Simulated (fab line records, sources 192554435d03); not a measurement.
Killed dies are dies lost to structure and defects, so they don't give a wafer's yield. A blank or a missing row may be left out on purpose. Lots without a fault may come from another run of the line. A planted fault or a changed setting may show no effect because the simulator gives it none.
Chamber matching | flow n5_finfet | N5_BEOL_M4_DESCUM_33 on rie_diel-02: 4 sister chambers
The step chemistry O2, time 7 s. 8 wafers are shown with their chamber, then 7 later ones without.

WAFERS WITH THEIR CHAMBER
wafer  | chamber | drypump_motor_current_A (A) | throttle_valve_pct (%)
L076.3 | 0       | 5.96                        | 20.34
L076.5 | 2       | 5.34                        | 19.88
L079.6 | 2       | 5.35                        | 19.90
L086.1 | 1       | 5.52                        | 19.94
L086.5 | 3       | 6.06                        | 20.45
L086.6 | 0       | 5.96                        | 20.37
L088.2 | 3       | 6.11                        | 20.46
L088.3 | 1       | 5.59                        | 19.95

WAFERS WITHOUT THEIR CHAMBER
wafer  | drypump_motor_current_A (A) | throttle_valve_pct (%)
L088.6 | 5.95                        | 20.38
L089.1 | 5.96                        | 20.38
L089.2 | 5.34                        | 19.92
L089.5 | 6.09                        | 20.47
L097.3 | 5.55                        | 19.97
L097.5 | 5.96                        | 20.41
L097.6 | 5.56                        | 19.99

WHICH CHAMBER EACH WENT THROUGH
wafer  | from the rows above     | in truth
L088.6 | 0                       | 0
L089.1 | 0                       | 0
L089.2 | 2                       | 2
L089.5 | 3                       | 3
L097.3 | 1                       | 1
L097.5 | can't be placed: 0 or 3 | 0
L097.6 | 1                       | 1
Placed correctly: 6 of 7. Can't be placed from these rows: 1 (the true chamber is among the candidates in 1). Placed wrongly: 0.
How it was worked out, from the rows above alone: a wafer's distance from a chamber is the root of the sum, over the readings, of the square of ((its reading less the chamber's mean) divided by the reading's scatter). The wafer belongs to the nearest chamber; if the next one is less than 2 further off, it can't be placed. A chamber's mean is the mean of its shown wafers. The scatter: the root of (the sum of the squares of (reading less its chamber's mean) over the shown wafers, divided by (wafers less chambers)).
